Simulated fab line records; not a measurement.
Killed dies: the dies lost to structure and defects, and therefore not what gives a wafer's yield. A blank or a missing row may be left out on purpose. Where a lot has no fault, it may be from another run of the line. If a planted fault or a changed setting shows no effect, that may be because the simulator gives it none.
Split-lot study :: flow n5Finfet :: 7 lots, 39 wafers read, on a route of 1938 steps

== ON THE SPLIT ==
At N5_STI_FIN_REVEAL_ETCHBACK_08 (etches SiO2 in C4F6/O2, target depth 30.5 nm, time 10.167 s), the setting timeS was moved away from the recipe's 10.167 s on 9 of the 39 wafers read, by -50.9% to +28.4%. The other wafers ran this setting at the recipe's value.

== FROM THE SPLIT TO THE READING: what the file shows between them, 3 steps ==
- N5_STI_FIN_REVEAL_STRIP_24: strips in N2/H2, time 90 s
- N5_STI_FIN_REVEAL_PRECLEAN_25: cleans in SPM, time 90 s
- N5_STI_FIN_REVEAL_SRD_23: time 30 s

== THE READING ==
trenchDepthNm, in nm, at N5_STI_FIN_REVEAL_FIN_H_MEAS_10. A value of 51.8 nm with a standard deviation of 1 nm is what fault-free wafers of this fab line usually give.

wafer: L081.1
tool, chamber at the split: rieDiel-02, 3,1,2
timeS as run, s: 10.167
against the recipe: recipe
trenchDepthNm, nm: 51.3
against lot-mates on the recipe: -

wafer: L081.2
tool, chamber at the split: rieDiel-02, 2,3,1
timeS as run, s: 13.05
against the recipe: +28.4%
trenchDepthNm, nm: 61.5
against lot-mates on the recipe: +10.0

wafer: L081.3
tool, chamber at the split: rieDiel-02, 3,1,2
timeS as run, s: 10.167
against the recipe: recipe
trenchDepthNm, nm: 51.6
against lot-mates on the recipe: -

wafer: L081.4
tool, chamber at the split: rieDiel-02, 2,3,1
timeS as run, s: 13.05
against the recipe: +28.4%
trenchDepthNm, nm: 60.3
against lot-mates on the recipe: +8.8

wafer: L081.5
tool, chamber at the split: rieDiel-02, 2,3,1
timeS as run, s: 13.05
against the recipe: +28.4%
trenchDepthNm, nm: 59.5
against lot-mates on the recipe: +8.0

wafer: L081.6
tool, chamber at the split: rieDiel-02, 3,1,2
timeS as run, s: 10.167
against the recipe: recipe
trenchDepthNm, nm: 51.6
against lot-mates on the recipe: -

wafer: L083.1
tool, chamber at the split: rieDiel-04, 3,0,1,3,0,1
timeS as run, s: 10.167
against the recipe: recipe
trenchDepthNm, nm: 50.5
against lot-mates on the recipe: -

wafer: L083.2
tool, chamber at the split: rieDiel-04, 3,0,1,3,0,1
timeS as run, s: 10.167
against the recipe: recipe
trenchDepthNm, nm: 51.6
against lot-mates on the recipe: -

wafer: L083.3
tool, chamber at the split: rieDiel-04, 3,0,1,3,0,1
timeS as run, s: 10.167
against the recipe: recipe
trenchDepthNm, nm: 52.4
against lot-mates on the recipe: -

wafer: L083.4
tool, chamber at the split: rieDiel-04, 3,0,1,3,0,1
timeS as run, s: 10.167
against the recipe: recipe
trenchDepthNm, nm: 51.2
against lot-mates on the recipe: -

wafer: L083.5
tool, chamber at the split: rieDiel-04, 3,0,1,3,0,1
timeS as run, s: 10.167
against the recipe: recipe
trenchDepthNm, nm: 50.8
against lot-mates on the recipe: -

wafer: L083.6
tool, chamber at the split: rieDiel-04, 3,0,1,3,0,1
timeS as run, s: 10.167
against the recipe: recipe
trenchDepthNm, nm: 52.5
against lot-mates on the recipe: -

wafer: L084.1
tool, chamber at the split: rieDiel-04, 2,3,2
timeS as run, s: 10.167
against the recipe: recipe
trenchDepthNm, nm: 52.0
against lot-mates on the recipe: -

wafer: L084.5
tool, chamber at the split: rieDiel-04, 2,3,2
timeS as run, s: 10.167
against the recipe: recipe
trenchDepthNm, nm: 51.7
against lot-mates on the recipe: -

wafer: L084.6
tool, chamber at the split: rieDiel-04, 2,3,2
timeS as run, s: 10.167
against the recipe: recipe
trenchDepthNm, nm: 52.3
against lot-mates on the recipe: -

wafer: L085.1
tool, chamber at the split: rieDiel-03, 3,0,1,2,2,3
timeS as run, s: 10.167
against the recipe: recipe
trenchDepthNm, nm: 52.2
against lot-mates on the recipe: -

wafer: L085.2
tool, chamber at the split: rieDiel-03, 3,0,1,2,2,3
timeS as run, s: 10.167
against the recipe: recipe
trenchDepthNm, nm: 53.2
against lot-mates on the recipe: -

wafer: L085.3
tool, chamber at the split: rieDiel-03, 3,0,1,2,2,3
timeS as run, s: 10.167
against the recipe: recipe
trenchDepthNm, nm: 49.7
against lot-mates on the recipe: -

wafer: L085.4
tool, chamber at the split: rieDiel-03, 3,0,1,2,2,3
timeS as run, s: 10.167
against the recipe: recipe
trenchDepthNm, nm: 53.4
against lot-mates on the recipe: -

wafer: L085.5
tool, chamber at the split: rieDiel-03, 3,0,1,2,2,3
timeS as run, s: 10.167
against the recipe: recipe
trenchDepthNm, nm: 52.9
against lot-mates on the recipe: -

wafer: L085.6
tool, chamber at the split: rieDiel-03, 3,0,1,2,2,3
timeS as run, s: 10.167
against the recipe: recipe
trenchDepthNm, nm: 51.7
against lot-mates on the recipe: -

wafer: L094.1
tool, chamber at the split: rieDiel-02, 2,0,1
timeS as run, s: 10.167
against the recipe: recipe
trenchDepthNm, nm: 52.2
against lot-mates on the recipe: -

wafer: L094.2
tool, chamber at the split: rieDiel-02, 2,0,1
timeS as run, s: 10.167
against the recipe: recipe
trenchDepthNm, nm: 52.8
against lot-mates on the recipe: -

wafer: L094.3
tool, chamber at the split: rieDiel-02, 1,2,0
timeS as run, s: 4.992
against the recipe: -50.9%
trenchDepthNm, nm: 35.6
against lot-mates on the recipe: -16.6

wafer: L094.4
tool, chamber at the split: rieDiel-02, 1,2,0
timeS as run, s: 4.992
against the recipe: -50.9%
trenchDepthNm, nm: 36.4
against lot-mates on the recipe: -15.8

wafer: L094.5
tool, chamber at the split: rieDiel-02, 2,0,1
timeS as run, s: 10.167
against the recipe: recipe
trenchDepthNm, nm: 51.6
against lot-mates on the recipe: -

wafer: L094.6
tool, chamber at the split: rieDiel-02, 1,2,0
timeS as run, s: 4.992
against the recipe: -50.9%
trenchDepthNm, nm: 37.2
against lot-mates on the recipe: -15.0

wafer: L095.1
tool, chamber at the split: rieDiel-02, 3,0,2,1,3,0
timeS as run, s: 10.167
against the recipe: recipe
trenchDepthNm, nm: 52.4
against lot-mates on the recipe: -

wafer: L095.2
tool, chamber at the split: rieDiel-02, 3,0,2,1,3,0
timeS as run, s: 10.167
against the recipe: recipe
trenchDepthNm, nm: 52.5
against lot-mates on the recipe: -

wafer: L095.3
tool, chamber at the split: rieDiel-02, 3,0,2,1,3,0
timeS as run, s: 10.167
against the recipe: recipe
trenchDepthNm, nm: 52.7
against lot-mates on the recipe: -

wafer: L095.4
tool, chamber at the split: rieDiel-02, 3,0,2,1,3,0
timeS as run, s: 10.167
against the recipe: recipe
trenchDepthNm, nm: 51.0
against lot-mates on the recipe: -

wafer: L095.5
tool, chamber at the split: rieDiel-02, 3,0,2,1,3,0
timeS as run, s: 10.167
against the recipe: recipe
trenchDepthNm, nm: 51.8
against lot-mates on the recipe: -

wafer: L095.6
tool, chamber at the split: rieDiel-02, 3,0,2,1,3,0
timeS as run, s: 10.167
against the recipe: recipe
trenchDepthNm, nm: 52.7
against lot-mates on the recipe: -

wafer: L096.1
tool, chamber at the split: rieDiel-03, 2,3,1
timeS as run, s: 12.75
against the recipe: +25.4%
trenchDepthNm, nm: 60.7
against lot-mates on the recipe: +8.4

wafer: L096.2
tool, chamber at the split: rieDiel-03, 2,3,1
timeS as run, s: 12.75
against the recipe: +25.4%
trenchDepthNm, nm: 60.3
against lot-mates on the recipe: +8.0

wafer: L096.3
tool, chamber at the split: rieDiel-03, 0,0,3
timeS as run, s: 10.167
against the recipe: recipe
trenchDepthNm, nm: 52.4
against lot-mates on the recipe: -

wafer: L096.4
tool, chamber at the split: rieDiel-03, 2,3,1
timeS as run, s: 12.75
against the recipe: +25.4%
trenchDepthNm, nm: 56.7
against lot-mates on the recipe: +4.4

wafer: L096.5
tool, chamber at the split: rieDiel-03, 0,0,3
timeS as run, s: 10.167
against the recipe: recipe
trenchDepthNm, nm: 52.1
against lot-mates on the recipe: -

wafer: L096.6
tool, chamber at the split: rieDiel-03, 0,0,3
timeS as run, s: 10.167
against the recipe: recipe
trenchDepthNm, nm: 52.5
against lot-mates on the recipe: -
Rows listing several chambers each stand for several wafers; the file does not say which wafer went through which chamber.

THE FIT
A straight line over all 39 wafers: trenchDepthNm changes by +0.301 nm for each +1% of timeS; r = +0.99; the points scatter about the line by 0.94 nm.
The same after taking each lot's own level away (the mean of its wafers on the recipe; 39 wafers): +0.305 nm for each +1%; r = +0.99; scatter 0.92 nm.
Per that fit: largest timeS move, reading shift of 16 nm.
The lots' own levels span 51.50 to 52.33 nm, that is 0.8 times the standard deviation above.
Consequently the slope shifts little with the lot-to-lot level, the two slopes agreeing.
Check: -15.3 nm against its lot-mates is what the line predicts for one of the wafers moved furthest among these (-50.9%) when that wafer is left out of the fit. It came out at -16.6 nm against them.

== OTHER SPLITS APPLIED TO THESE WAFERS ==
Note: prior to the reading, these wafers also went through further splits. Each is held against what the fit with the lots' levels taken away leaves over:
other split on the same wafers: N5_FIN_SAQP_ALD_61 aldCycles
wafers away from the commonest value: 15
r with trenchDepthNm (lot level and that fit taken away): +0.11

== FILE'S OWN FIT ==
trenchDepthNm changes by +0.304 nm for each +1% of timeS, r = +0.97.
